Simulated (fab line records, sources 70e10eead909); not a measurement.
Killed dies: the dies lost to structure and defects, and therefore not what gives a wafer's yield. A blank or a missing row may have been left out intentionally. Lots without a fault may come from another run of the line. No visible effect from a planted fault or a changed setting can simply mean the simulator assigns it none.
Chamber matching -- flow nandHarc -- cmp-01 running NHARC_A_CHANNEL_FILL_D2_CMP_10: 4 sister chambers
The step polishes, target thk 150 nm. 18 wafers are shown with their chamber, then 9 later ones without.

== WAFERS PAIRED WITH THEIR CHAMBERS ==
wafer,chamber,motorCurrentA (A),timeToEndpointS (s),retainingRingPressureFrac
L075.1,2,12.7,17.0,1.006
L075.2,3,11.8,19.6,1.013
L075.5,1,11.5,15.9,0.996
L079.3,3,12.1,16.2,0.995
L079.5,0,9.8,15.0,1.002
L079.6,1,11.1,15.0,1.001
L080.1,2,12.4,16.3,0.993
L080.3,1,10.3,15.6,1.002
L080.6,1,11.5,11.3,0.999
L082.2,1,11.2,15.0,1.005
L082.4,2,12.1,16.1,1.000
L082.6,3,11.1,16.9,0.997
L085.1,1,10.8,13.6,1.000
L085.5,2,12.3,13.7,0.996
L085.6,1,10.9,14.8,0.998
L088.4,0,10.6,13.0,0.999
L088.5,3,11.8,11.9,1.000
L088.6,0,10.7,11.2,0.999

SIGNATURES (averages over the wafers above)
reading,chamber 0,chamber 1,chamber 2,chamber 3,scatter within a chamber
motorCurrentA,10.367,11.043,12.375,11.700,0.405
timeToEndpointS,13.067,14.457,15.775,16.150,2.05
retainingRingPressureFrac,1.00000,1.00014,0.99875,1.00125,0.00499
Rule: for each reading, subtract the chamber's mean from the wafer's reading, divide by that reading's scatter and square the result; add these up over the readings and take the root, which gives the wafer's distance from the chamber. If the next closest chamber is less than 2 further off than the closest, the wafer can't be placed; otherwise it belongs to the closest. The scatter: the root of (the sum of the squares of (reading less its chamber's mean) over the shown wafers, divided by (wafers less chambers)).

== WAFERS MISSING THEIR CHAMBER ==
wafer,motorCurrentA (A),timeToEndpointS (s),retainingRingPressureFrac
L092.3,10.8,11.2,1.017
L092.5,13.0,14.1,1.003
L092.6,10.7,10.0,1.011
L094.2,10.2,13.3,1.012
L094.4,11.4,13.3,0.992
L094.6,11.3,13.5,0.998
L095.2,10.8,8.7,1.002
L095.3,12.7,10.9,1.005
L095.5,12.2,11.1,1.000

== WHICH CHAMBER EACH ONE RAN IN ==
wafer,from the rows above,in truth
L092.3,can't be placed: 0 or 1 or 3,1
L092.5,can't be placed: 2 or 3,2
L092.6,can't be placed: 0 or 1 or 3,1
L094.2,can't be placed: 0 or 1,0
L094.4,can't be placed: 1 or 3 or 2 or 0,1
L094.6,can't be placed: 1 or 3 or 0 or 2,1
L095.2,can't be placed: 0 or 1 or 3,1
L095.3,can't be placed: 2 or 3 or 1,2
L095.5,can't be placed: 2 or 3 or 1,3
Correctly placed: 0 of 9. From these rows, 9 cannot be placed; in 9 the true chamber is one of the candidates. Number placed wrongly: 0.
